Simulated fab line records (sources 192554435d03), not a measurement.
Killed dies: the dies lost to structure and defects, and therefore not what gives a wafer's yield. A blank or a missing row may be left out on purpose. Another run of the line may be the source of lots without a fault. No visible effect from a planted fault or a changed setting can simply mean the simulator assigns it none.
Chamber matching || flow n5Finfet || 4 sister chambers for N5_BEOL_M8_CMP_52 on cmp-04
The step polishes, stops on SiCOH lowk, t overpolish 6.9 s, target thk 80 nm. 4 wafers are shown with their chamber, then 7 later ones without.

## WAFERS WITH THEIR CHAMBER
{"wafer": "L085.4", "chamber": 1, "motorCurrentA (A)": 5.3}
{"wafer": "L087.5", "chamber": 2, "motorCurrentA (A)": 6.3}
{"wafer": "L093.1", "chamber": 3, "motorCurrentA (A)": 5.4}
{"wafer": "L093.3", "chamber": 0, "motorCurrentA (A)": 6.0}

## WAFERS WITH NO CHAMBER GIVEN
{"wafer": "L093.6", "motorCurrentA (A)": 6.0}
{"wafer": "L094.2", "motorCurrentA (A)": 5.2}
{"wafer": "L094.3", "motorCurrentA (A)": 6.3}
{"wafer": "L094.5", "motorCurrentA (A)": 5.6}
{"wafer": "L095.1", "motorCurrentA (A)": 5.8}
{"wafer": "L095.3", "motorCurrentA (A)": 4.9}
{"wafer": "L095.4", "motorCurrentA (A)": 6.2}

## CHAMBER TAKEN BY EACH
{"wafer": "L093.6", "from the rows above": "can't be placed: 0 or 2", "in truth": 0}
{"wafer": "L094.2", "from the rows above": "can't be placed: 1 or 3", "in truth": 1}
{"wafer": "L094.3", "from the rows above": "can't be placed: 2 or 0", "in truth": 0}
{"wafer": "L094.5", "from the rows above": "can't be placed: 3 or 1 or 0", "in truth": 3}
{"wafer": "L095.1", "from the rows above": "can't be placed: 0 or 3 or 1 or 2", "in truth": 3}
{"wafer": "L095.3", "from the rows above": "can't be placed: 1 or 3", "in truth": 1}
{"wafer": "L095.4", "from the rows above": "can't be placed: 2 or 0", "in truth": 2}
Placed correctly: 0 of 7. From these rows, 7 cannot be placed; in 7 the true chamber is one of the candidates. Placed wrongly: 0.
How it was worked out, from the rows above alone: a wafer's distance from a chamber is the root of the sum, over the readings, of the square of ((its reading less the chamber's mean) divided by the reading's scatter). If the next closest chamber is less than 2 further off than the closest, the wafer can't be placed; otherwise it belongs to the closest. The mean given for a chamber averages the wafers shown for that chamber. The scatter: with one shown wafer a chamber, the root of the mean of the squares of how far each hidden wafer lies from its nearest shown one.
